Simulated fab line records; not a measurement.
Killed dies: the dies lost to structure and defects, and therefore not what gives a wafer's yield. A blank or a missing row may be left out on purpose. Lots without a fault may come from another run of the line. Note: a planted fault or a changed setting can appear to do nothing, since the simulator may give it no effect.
The tool behind it: which one? :: flow nand_harc :: 6 lots with 18 wafers sampled at 2 steps, on a route of 1159 steps

WHAT EACH GAUGE READ, for each wafer
NHARC_P_BONDPAD_INSPECT_23.
lot: L436
measured: day 6 07:46
on: defect_inspect-02
raw_defect_count: 226 480 339

lot: L438
measured: day 7 06:07
on: defect_inspect-01
raw_defect_count: 246 269 257

lot: L439
measured: day 7 21:22
on: defect_inspect-01
raw_defect_count: 318 307 229

lot: L445
measured: day 8 19:07
on: defect_inspect-01
raw_defect_count: 350 393 380

lot: L447
measured: day 9 22:08
on: defect_inspect-01
raw_defect_count: 339 376 309

lot: L452
measured: day 10 16:55
on: defect_inspect-02
raw_defect_count: 368 277 200

WHICH TOOL RAN EACH LOT (tool, then ch and the chambers of the sampled wafers, then the start)
lot: L436
NHARC_P_M2_CMP_23: cmp-01 ch 0,2,3, day 6 02:43

lot: L438
NHARC_P_M2_CMP_23: cmp-02 ch 0,1,2, day 7 00:51

lot: L439
NHARC_P_M2_CMP_23: cmp-04 ch 0,3, day 7 16:04

lot: L445
NHARC_P_M2_CMP_23: cmp-02 ch 0,1,3, day 8 14:00

lot: L447
NHARC_P_M2_CMP_23: cmp-02 ch 0,1,2, day 9 17:05

lot: L452
NHARC_P_M2_CMP_23: cmp-04 ch 0,3, day 10 11:24
- NHARC_P_M2_CMP_23: polishes, t overpolish 20 s, target thk 144.3 nm.

THE ANSWER, worked out from the rows above alone
Rule: the lots themselves supply what counts as usual. The widest of any qualifying gaps counts: lots, ordered by their means at a reading, are off when they make up no more than a third of the lots, leave a main group of 4 or more, and stand apart from it by 3 or more times the standard deviation of that group's means. A main group is skipped when, at the precision printed for the reading in the tables above, its means are all equal. Also off: a lot with no number at a reading for which 4 or more lots have one. The other lots that the step has rows for count as sound.
Nothing can be told from this: no lot is off at any reading shown.

WHAT THE SIMULATOR HAD INSERTED
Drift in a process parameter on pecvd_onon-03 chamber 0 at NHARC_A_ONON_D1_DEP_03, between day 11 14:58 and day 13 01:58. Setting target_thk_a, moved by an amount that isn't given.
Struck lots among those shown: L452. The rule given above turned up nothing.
